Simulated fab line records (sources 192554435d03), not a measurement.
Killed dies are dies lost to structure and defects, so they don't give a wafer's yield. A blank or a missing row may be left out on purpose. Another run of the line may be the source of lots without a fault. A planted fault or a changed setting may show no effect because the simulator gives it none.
fab line records	flow n5_finfet
record lots=9	wafers=25	last_day=18
route steps=1938 shown DUMMY_GATE@235 SPACER0@261 SD_EPI_N@272 PASSIVATION@1936
lots that met no fault: taken from a fault-free run of the same line
start_h: hours from the record's first day to the start of the lot's first wafer shown	wait_h: time in hours since the lot's previous step	" the same as in the row above	L1.1+2: a row that stands for several wafers	- no value, or no start given	* or withheld: withheld	< > ~ a bound
route shown NAME@n: a module of which the file shows steps, and the number in the route of the first	usual: the fault-free wafers' mean and standard deviation	same: alike in all rows	chamber/n: place in a boat	sites: readings site by site	_std_site: their standard deviation	_edge_site: the outer-site mean with the inner-site mean subtracted	radius_mm: how far each site lies from the wafer's centre	mask NAME#n: copy n	behind: the most recent tool/chamber to have shaped the wafer	hold: cause of the lot's hold/its duration in hours/its outcome	device: names the non-switching transistor (n, p or np)	end of line: the same wafers' tests at the end of the route	a step given without rows: its recipe and nothing more	killed: count of dies lost to structure and defects at first sort (not the wafer's yield)	map: a wafer's dies, x killed, . not, _ none there
set.NAME: the setting as run; set.NAME@STEP: as run at that earlier step	model.NAME: the simulator's own value behind a step, which no gauge read
the route's steps for a sample of lots (tables are steps, rows are wafers)
services: when a tool's chamber went out of use (start_h, in hours from the record's first day, below 0 if earlier), for how many hours, and the reason
## steps
# step N5_DUMMY_GATE_ETCH_29
# recipe chemistry=N2/H2	target=underlayer	target_depth_a=130	ion_energy_ev=200	pressure_mtorr=30	source_w=840	bias_w=150	n2_flow_sccm=200	h2_flow_sccm=200
# usual drypump_motor_current_A=5.62/0.29	oes_product_au=0.73/0.068	rf_vpp_V=524.1/2.3	showerhead_plenum_p_Torr=2.55/0.08	throttle_valve_pct=17.92/0.21
lot.wafer	tool	chamber	start_h	wait_h	drypump_motor_current_A	oes_product_au	rf_hours_counter_h	rf_vpp_V	showerhead_plenum_p_Torr	throttle_valve_pct
L259.3	rie_diel-04	2	46.46	0.0	5.74	0.70	207	523.2	2.53	17.92
L259.4	"	1	"	"	5.91	0.74	130	526.9	2.68	17.85
L259.5	"	2	"	"	5.75	0.70	-	522.9	2.53	17.91
L260.3	rie_diel-02	1	52.28	0.0	5.86	0.69	196	526.1	2.64	17.85
L260.4	"	0	"	"	5.31	0.74	149	521.4	2.45	17.89
L260.6	"	3	"	"	5.51	0.68	-	523.4	2.51	18.20
L263.1	rie_diel-02	2	70.63	0.0	5.69	0.71	208	527.3	2.64	18.06
L263.4	"	1	"	"	5.86	0.69	202	525.1	2.64	17.88
L263.5	"	2	"	"	5.68	0.71	-	525.5	2.64	18.07
L264.1	rie_diel-04	2	78.21	0.0	5.77	0.71	216	523.0	2.53	17.93
L264.3	"	1	"	"	5.92	0.75	140	528.2	2.67	17.87
L267.4	rie_diel-05	3	93.76	0.0	6.34	0.67	235	520.5	2.41	18.36
L267.5	"	2	"	"	5.88	0.77	-	523.2	2.54	17.57
L269.2	rie_diel-02	1	107.09	0.0	5.83	0.67	210	526.7	2.64	17.88
L269.5	"	0	"	"	5.32	0.72	-	521.4	2.44	17.94
L269.6	"	1	"	"	5.80	0.68	-	525.7	2.64	17.89
L273.1	rie_diel-05	0	129.94	0.0	5.30	0.74	155	525.1	2.53	17.69
L273.2	"	2	"	"	5.91	0.76	138	523.9	2.54	17.57
L273.3	"	1	"	"	5.08	0.89	21	524.8	2.59	17.60
L277.2	rie_diel-05	1	155.94	0.0	5.12	0.87	32	524.5	2.59	17.62
L277.4	"	1	"	"	5.10	0.86	-	523.9	2.59	17.61
L277.6	"	0	"	"	5.33	0.73	-	523.9	2.52	17.70
L282.2	rie_diel-05	2	184.56	0.0	5.88	0.74	161	524.2	2.53	17.63
L282.3	"	1	"	"	5.11	0.87	43	525.9	2.58	17.65
L282.6	"	0	"	"	5.34	0.72	-	523.2	2.52	17.73
# step N5_DUMMY_GATE_STRIP_40
# recipe chemistry=CF4	resist=SiARC	power_w=300	bias_power_w=75	pressure_mtorr=50	cf4_flow_sccm=150	rf_frequency_hz=6e+07
# usual drypump_motor_current_A=5.62/0.28	oes_product_au=0.72/0.053	rf_vpp_V=270.9/1.5	showerhead_plenum_p_Torr=1.79/0.05	throttle_valve_pct=13.70/0.2
lot.wafer	tool	chamber	start_h	wait_h	drypump_motor_current_A	oes_product_au	rf_hours_counter_h	rf_vpp_V	showerhead_plenum_p_Torr	throttle_valve_pct
L259.3	rie_diel-05	0	46.80	0.1	5.33	0.76	131	272.0	1.79	13.47
L259.4	"	0	"	"	5.32	0.76	-	269.7	1.79	13.50
L259.5	"	2	"	"	5.85	0.76	-	270.7	1.79	13.34
L260.3	rie_diel-04	2	52.54	0.1	5.77	0.70	209	270.5	1.78	13.59
L260.4	"	1	"	"	5.94	0.75	132	272.7	1.88	13.47
L260.6	"	3	"	"	5.52	0.73	-	269.7	1.72	13.90
L263.1	rie_diel-02	0	71.06	0.2	5.28	0.75	155	268.2	1.74	13.74
L263.4	"	1	"	"	5.84	0.69	202	271.5	1.84	13.55
L263.5	"	0	"	"	5.28	0.74	-	269.7	1.74	13.75
L264.1	rie_diel-02	1	78.48	0.1	5.84	0.68	203	272.7	1.84	13.56
L264.3	"	2	"	"	5.71	0.69	210	272.3	1.84	13.63
L267.4	rie_diel-05	1	94.37	0.4	5.12	0.91	12	271.4	1.85	13.32
L267.5	"	0	"	"	5.35	0.75	-	272.7	1.79	13.51
L269.2	rie_diel-04	3	107.35	0.1	5.47	0.72	200	268.5	1.71	13.94
L269.5	"	3	"	"	5.48	0.72	-	268.9	1.71	13.92
L269.6	"	0	"	"	5.67	0.73	-	271.4	1.78	13.85
L273.1	rie_diel-05	1	130.21	0.1	5.14	0.89	21	271.8	1.85	13.37
L273.2	"	0	"	"	5.34	0.74	155	269.7	1.79	13.53
L273.3	"	2	"	"	5.87	0.75	138	270.1	1.79	13.37
L277.2	rie_diel-02	1	156.41	0.3	5.83	0.67	227	270.1	1.83	13.62
L277.4	"	2	"	"	5.66	0.68	232	272.3	1.84	13.67
L277.6	"	3	"	"	5.49	0.67	-	269.5	1.76	14.00
L282.2	rie_diel-04	3	184.89	0.1	5.45	0.69	221	268.1	1.71	13.99
L282.3	"	2	"	"	5.75	0.67	248	272.0	1.77	13.69
L282.6	"	2	"	"	5.75	0.68	-	271.9	1.77	13.68
# step N5_DUMMY_GATE_ETCH_23
# recipe chemistry=HBr/Cl2/O2	HBr_flow_sccm=150	Cl2_flow_sccm=80	O2_flow_sccm=12	bias_w=102	target_depth_a=410	time_s=22.3	target=poly-Si	mask_material=SiO2	pressure_mtorr=10	icp_w=800
# usual HBr_flow_sccm=150.0/0.45	drypump_motor_current_A=5.7/0.36	mfc_cl2_sccm=80.01/0.22	oes_product_au=1.000/0.023	throttle_valve_pct=37.1/0.33
lot.wafer	tool	chamber	start_h	wait_h	HBr_flow_sccm	drypump_motor_current_A	mfc_cl2_sccm	oes_product_au	rf_hours_counter_h	throttle_valve_pct
L259.3	rie_si-06	0	47.18	0.0	150.2	5.4	80.11	0.993	50	36.4
L259.4	"	2	"	"	149.7	5.0	79.89	0.976	114	37.2
L259.5	"	0	"	"	150.0	5.5	80.19	1.002	-	36.4
L260.3	rie_si-01	0	52.93	0.0	150.4	5.8	79.81	1.018	106	37.0
L260.4	"	1	"	"	149.9	6.1	80.23	1.040	56	36.9
L260.6	"	0	"	"	150.7	5.8	79.92	1.025	-	37.0
L263.1	rie_si-01	1	71.50	0.0	150.2	6.1	80.20	1.036	57	36.9
L263.4	"	2	"	"	149.3	5.7	80.13	0.979	171	37.1
L263.5	"	0	"	"	149.7	5.8	80.11	1.024	-	37.0
L264.1	rie_si-01	0	78.86	0.0	150.0	5.8	80.23	1.017	106	37.0
L264.3	"	2	"	"	150.2	5.7	80.11	0.979	171	37.1
L267.4	rie_si-06	3	94.74	0.0	150.1	5.5	79.90	0.979	77	37.2
L267.5	"	1	"	"	150.0	5.7	80.00	0.968	-	37.7
L269.2	rie_si-01	0	107.79	0.0	149.5	5.8	79.82	1.013	106	37.0
L269.5	"	2	"	"	149.8	5.7	79.59	0.969	-	37.1
L269.6	"	3	"	"	150.3	5.7	79.94	0.980	-	37.5
L273.1	rie_si-01	2	130.59	0.0	149.5	5.7	79.77	0.966	172	37.1
L273.2	"	0	"	"	150.8	5.8	79.81	1.027	107	37.0
L273.3	"	3	"	"	150.2	5.7	79.93	0.981	141	37.5
L277.2	rie_si-02	3	156.79	0.0	149.6	6.5	80.26	1.015	160	37.4
L277.4	"	1	"	"	149.6	5.3	80.28	1.023	52	37.1
L277.6	"	1	"	"	149.8	5.3	79.87	1.028	-	37.1
L282.2	rie_si-06	2	185.34	0.0	149.8	5.0	80.04	0.989	116	37.2
L282.3	"	3	"	"	149.8	5.4	80.57	0.993	78	37.1
L282.6	"	1	"	"	150.2	5.7	80.23	0.970	-	37.7
# step N5_DUMMY_GATE_ETCH_42
# recipe chemistry=CHF3/O2	target=SiO2	target_depth_a=35	time_s=31	ion_energy_ev=30	bias_w=12	pressure_mtorr=30	source_w=600	Ar_flow_sccm=200	CHF3_flow_sccm=50	O2_flow_sccm=5
# usual drypump_motor_current_A=5.6/0.33	oes_product_au=0.73/0.068	rf_vpp_V=42.5/0.81	showerhead_plenum_p_Torr=2.40/0.078	throttle_valve_pct=18.84/0.22
lot.wafer	tool	chamber	start_h	wait_h	drypump_motor_current_A	oes_product_au	rf_hours_counter_h	rf_vpp_V	showerhead_plenum_p_Torr	throttle_valve_pct
L259.3	rie_diel-05	3	47.64	0.3	6.3	0.67	221	42.1	2.29	19.17
L259.4	"	2	"	"	5.8	0.77	-	42.3	2.42	18.55
L259.5	"	0	"	"	5.3	0.76	-	42.0	2.42	18.68
L260.3	rie_diel-02	0	53.14	0.0	5.3	0.75	150	42.4	2.30	18.71
L260.4	"	3	"	"	5.5	0.69	220	42.2	2.38	19.12
L260.6	"	0	"	"	5.3	0.76	-	41.6	2.30	18.72
L263.1	rie_diel-05	0	71.71	0.0	5.3	0.75	139	43.8	2.41	18.70
L263.4	"	3	"	"	6.3	0.67	229	43.8	2.28	19.18
L263.5	"	0	"	"	5.3	0.75	-	42.5	2.42	18.72
L264.1	rie_diel-05	3	79.07	0.0	6.3	0.68	231	42.8	2.28	19.17
L264.3	"	0	"	"	5.3	0.75	141	42.3	2.41	18.71
L267.4	rie_diel-02	2	94.96	0.0	5.7	0.69	213	44.0	2.49	18.84
L267.5	"	0	"	"	5.3	0.73	-	41.7	2.29	18.74
L269.2	rie_diel-04	0	108.12	0.1	5.7	0.72	163	41.7	2.41	19.16
L269.5	"	2	"	"	5.7	0.70	-	41.2	2.40	18.83
L269.6	"	3	"	"	5.5	0.73	-	44.6	2.29	19.05
L273.1	rie_diel-02	2	130.80	0.0	5.7	0.69	223	43.2	2.49	18.85
L273.2	"	3	"	"	5.5	0.66	242	41.7	2.37	19.15
L273.3	"	1	"	"	5.9	0.67	217	43.9	2.49	18.79
L277.2	rie_diel-02	0	157.08	0.1	5.3	0.72	183	42.3	2.28	18.76
L277.4	"	2	"	"	5.7	0.68	232	44.0	2.48	18.86
L277.6	"	0	"	"	5.3	0.72	-	43.2	2.28	18.78
L282.2	rie_diel-05	3	185.65	0.1	6.3	0.95	7	42.9	2.56	18.79
L282.3	"	2	"	"	5.8	0.73	162	43.1	2.40	18.62
L282.6	"	1	"	"	5.1	0.85	-	42.2	2.45	18.55
# step N5_DUMMY_GATE_INSPECT_27
# recipe inspect_instrument=brightfield	mode=aei
# usual raw_defect_count=302/75
lot.wafer	tool	chamber	start_h	wait_h	raw_defect_count
L259.3	defect_inspect-01	-	47.87	0.0	259
L259.4	"	-	"	"	306
L259.5	"	-	"	"	333
L260.3	defect_inspect-01	-	53.38	0.0	257
L260.4	"	-	"	"	187
L260.6	"	-	"	"	254
L263.1	defect_inspect-02	-	71.95	0.0	261
L263.4	"	-	"	"	299
L263.5	"	-	"	"	379
L264.1	defect_inspect-02	-	79.32	0.0	293
L264.3	"	-	"	"	371
L267.4	defect_inspect-01	-	95.20	0.0	364
L267.5	"	-	"	"	271
L269.2	defect_inspect-02	-	108.36	0.0	229
L269.5	"	-	"	"	1131
L269.6	"	-	"	"	232
L273.1	defect_inspect-01	-	131.12	0.0	1429
L273.2	"	-	"	"	387
L273.3	"	-	"	"	336
L277.2	defect_inspect-01	-	157.31	0.0	277
L277.4	"	-	"	"	325
L277.6	"	-	"	"	233
L282.2	defect_inspect-02	-	185.88	0.0	356
L282.3	"	-	"	"	404
L282.6	"	-	"	"	277
# step N5_SPACER0_INSPECT_04
# recipe inspect_instrument=darkfield	mode=post_dep
# usual raw_defect_count=137/32
lot.wafer	tool	chamber	start_h	wait_h	raw_defect_count
L259.3	defect_inspect-01	-	48.48	0.1	117
L259.4	"	-	"	"	138
L259.5	"	-	"	"	125
L260.3	defect_inspect-02	-	54.00	0.1	111
L260.4	"	-	"	"	83
L260.6	"	-	"	"	137
L263.1	defect_inspect-02	-	72.55	0.1	125
L263.4	"	-	"	"	106
L263.5	"	-	"	"	160
L264.1	defect_inspect-02	-	79.92	0.1	131
L264.3	"	-	"	"	146
L267.4	defect_inspect-01	-	95.80	0.1	182
L267.5	"	-	"	"	147
L269.2	defect_inspect-02	-	108.96	0.1	119
L269.5	"	-	"	"	1040
L269.6	"	-	"	"	142
L273.1	defect_inspect-01	-	131.74	0.1	1182
L273.2	"	-	"	"	168
L273.3	"	-	"	"	238
L277.2	defect_inspect-02	-	157.92	0.1	138
L277.4	"	-	"	"	149
L277.6	"	-	"	"	100
L282.2	defect_inspect-02	-	189.17	0.1	147
L282.3	"	-	"	"	172
L282.6	"	-	"	"	136
# step N5_SD_EPI_N_INSPECT_11
# recipe mode=adi	inspect_instrument=macro
# usual raw_defect_count=2.2/1.5
lot.wafer	tool	chamber	start_h	wait_h	raw_defect_count
L259.3	defect_inspect-01	-	48.81	0.0	2
L259.4	"	-	"	"	0
L259.5	"	-	"	"	2
L260.3	defect_inspect-01	-	54.45	0.0	1
L260.4	"	-	"	"	5
L260.6	"	-	"	"	1
L263.1	defect_inspect-02	-	73.01	0.0	4
L263.4	"	-	"	"	0
L263.5	"	-	"	"	3
L264.1	defect_inspect-01	-	80.37	0.0	3
L264.3	"	-	"	"	4
L267.4	defect_inspect-01	-	96.25	0.0	6
L267.5	"	-	"	"	0
L269.2	defect_inspect-01	-	109.29	0.0	1
L269.5	"	-	"	"	>300
L269.6	"	-	"	"	4
L273.1	defect_inspect-02	-	132.07	0.0	>300
L273.2	"	-	"	"	1
L273.3	"	-	"	"	1
L277.2	defect_inspect-01	-	158.37	0.0	3
L277.4	"	-	"	"	0
L277.6	"	-	"	"	0
L282.2	defect_inspect-02	-	189.63	0.0	0
L282.3	"	-	"	"	3
L282.6	"	-	"	"	3
# step N5_SD_EPI_N_INSPECT_26
# recipe inspect_instrument=darkfield	mode=post_epi
# usual raw_defect_count=205/37
lot.wafer	tool	chamber	start_h	wait_h	raw_defect_count
L259.3	defect_inspect-02	-	52.93	0.1	159
L259.4	"	-	"	"	186
L259.5	"	-	"	"	176
L260.3	defect_inspect-01	-	58.43	0.1	166
L260.4	"	-	"	"	134
L260.6	"	-	"	"	188
L263.1	defect_inspect-02	-	77.21	0.1	165
L263.4	"	-	"	"	177
L263.5	"	-	"	"	217
L264.1	defect_inspect-02	-	85.12	0.1	189
L264.3	"	-	"	"	199
L267.4	defect_inspect-01	-	101.34	0.1	236
L267.5	"	-	"	"	200
L269.2	defect_inspect-02	-	114.02	0.2	207
L269.5	"	-	"	"	1087
L269.6	"	-	"	"	201
L273.1	defect_inspect-02	-	136.79	0.1	1249
L273.2	"	-	"	"	242
L273.3	"	-	"	"	275
L277.2	defect_inspect-02	-	163.46	0.1	187
L277.4	"	-	"	"	230
L277.6	"	-	"	"	153
L282.2	defect_inspect-02	-	193.69	0.1	270
L282.3	"	-	"	"	235
L282.6	"	-	"	"	244
# step N5_PASSIVATION_PROBE_49
# usual killed_at_M0_to_M3=35/11	killed_at_M4_up=14/5.4	killed_at_contacts=13/6	killed_at_front_end=38/11	killed_at_other=3.4/2.6	killed_dies=104/19	killed_on_rim=13/3.9	killed_open=68/13	killed_short=34/8.5
# same gross_dies=1180	killed_at_back_side=0
lot.wafer	tool	chamber	start_h	wait_h	killed_at_M0_to_M3	killed_at_M4_up	killed_at_contacts	killed_at_front_end	killed_at_other	killed_dies	killed_on_rim	killed_open	killed_short
L269.2	prober-02	-	355.92	0.1	31	11	11	39	4	96	13	72	23
L269.5	prober-02	-	356.07	0.2	41	21	7	131	5	205	29	79	37
L269.6	prober-02	-	356.12	0.3	57	23	12	50	4	146	20	95	49
L273.1	prober-01	-	393.05	0.0	32	12	22	127	1	194	28	63	29
L273.2	prober-01	-	393.10	0.1	29	14	3	41	5	92	16	60	32
L273.3	prober-01	-	393.15	0.1	34	15	23	34	0	106	14	74	31
# killed by level:class
L269.2 BEOL_M0_SAQP:geometric_particle:open=11 MOL_CONTACT_COAG:geometric_particle:open=9 DUMMY_GATE:geometric_particle:open=8 FIN_SAQP:geometric_particle:open=5 STI_FIN_REVEAL:geometric_particle:open=5 STARTING-WAFER:geometric_particle:short=5 GATE_CUT:geometric_particle:short=4 GATE_CUT:geometric_particle:open=4
L269.5 DUMMY_GATE:unspecified=89 FIN_SAQP:geometric_particle:open=14 STI_FIN_REVEAL:geometric_particle:open=10 FIN_SAQP:geometric_particle:short=9 BEOL_M2:geometric_particle:open=8 BEOL_M0_SAQP:geometric_particle:open=8 BEOL_M4:geometric_particle:open=7 BEOL_M0_SAQP:geometric_particle:short=6
L269.6 FIN_SAQP:geometric_particle:open=12 BEOL_M0_SAQP:geometric_particle:short=11 MOL_CONTACT_COAG:geometric_particle:open=10 BEOL_M2:geometric_particle:open=9 FIN_SAQP:geometric_particle:short=8 BEOL_M0_SAQP:geometric_particle:open=8 BEOL_M1:geometric_particle:open=8 BEOL_M5:geometric_particle:open=8
L273.1 DUMMY_GATE:unspecified=90 MOL_CONTACT_COAG:geometric_particle:open=19 HKMG_FIN:area_etch=12 STI_FIN_REVEAL:geometric_particle:open=7 BEOL_M0_SAQP:geometric_particle:open=7 BEOL_M0_SAQP:geometric_particle:short=7 BEOL_M3:geometric_particle:open=6 BEOL_M4:geometric_particle:open=6
L273.2 BEOL_M1:geometric_particle:open=13 FIN_SAQP:geometric_particle:open=10 GATE_CUT:geometric_particle:short=10 BEOL_M4:geometric_particle:open=9 STI_FIN_REVEAL:geometric_particle:open=5 BEOL_M0_SAQP:geometric_particle:short=5 STI_FIN_REVEAL:geometric_particle:short=4 BEOL_M0:geometric_particle:open=4
L273.3 MOL_CONTACT_COAG:geometric_particle:open=21 FIN_SAQP:geometric_particle:open=11 BEOL_M0_SAQP:geometric_particle:short=9 BEOL_M4:geometric_particle:open=9 BEOL_M0_SAQP:geometric_particle:open=8 BEOL_M1:geometric_particle:open=6 BEOL_M2:geometric_particle:open=6 FIN_SAQP:geometric_particle:short=5
## services
tool	chamber	start_h	hours	kind
rie_si-02	3	27.22	3.3	repair
rie_diel-05	1	36.36	-	clean
rie_diel-05	1	36.36	-	consumable_replace:focus_ring
rie_diel-05	1	36.36	11.8	scheduled_down
rie_diel-05	1	36.36	11.8	vent_cycle
rie_si-02	0	45.54	1.7	repair
rie_si-01	2	92.28	4.2	repair
rie_si-01	0	99.71	3.0	repair
rie_diel-05	2	115.35	6.4	repair
rie_si-06	-	116.06	28.1	pm
rie_si-01	1	119.62	22.1	repair
rie_si-01	2	121.47	5.6	repair
rie_diel-04	3	129.24	4.7	repair
rie_diel-05	3	129.79	4.6	repair
rie_diel-05	3	150.30	-	clean
rie_diel-05	3	150.30	-	consumable_replace:focus_ring
rie_diel-05	3	150.30	-	consumable_replace:showerhead
rie_diel-05	3	150.30	14.0	scheduled_down
rie_diel-05	3	150.30	14.0	vent_cycle
rie_diel-02	3	158.29	9.1	repair
## key
first_sign step=N5_DUMMY_GATE_INSPECT_27	reading=raw_defect_count	direction=up	sigmas=13	usual=302	struck=1280
effect step=N5_SPACER0_INSPECT_04	reading=raw_defect_count	direction=up	sigmas=31	usual=137	struck=1111
effect step=N5_SD_EPI_N_INSPECT_11	reading=raw_defect_count	direction=up	sigmas=99+	usual=2.2	struck=>300
effect step=N5_SD_EPI_N_INSPECT_26	reading=raw_defect_count	direction=up	sigmas=26	usual=205	struck=1168
effect step=N5_PASSIVATION_PROBE_49	reading=killed_at_front_end	direction=up	sigmas=8.4	usual=38	struck=129
more_kills_born_at N5_DUMMY_GATE_ETCH_23@rie_si-01=179
met_at N5_DUMMY_GATE_ETCH_23
struck_lots L269,L273
struck_wafers L269.5,L273.1
tester_left_out L269,L273
baseline_loss step=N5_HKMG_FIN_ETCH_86	wafers=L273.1
not_acting_at N5_DUMMY_GATE_ETCH_29,N5_DUMMY_GATE_STRIP_40,N5_DUMMY_GATE_ETCH_42
onset_between 78.86 107.79
fault kind=chamber_particle_source	tool=rie_si-01	chamber=2	onset_h=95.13	steps=N5_DUMMY_GATE_ETCH_23	rate_per_visit_cm2=1.4681	end_h=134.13
# tester_left_out: of these lots the tester's yield and bins aren't shown, on N5 and GAA mostly nor the transistor test; their killed dies are dies lost to structure and defects alone, not to doping, threshold or leakage, so they don't give the yield
# baseline_loss: these wafers lose ten dies or more at that step, a loss of the line's own and not of a fault; the sort's usual values leave them out
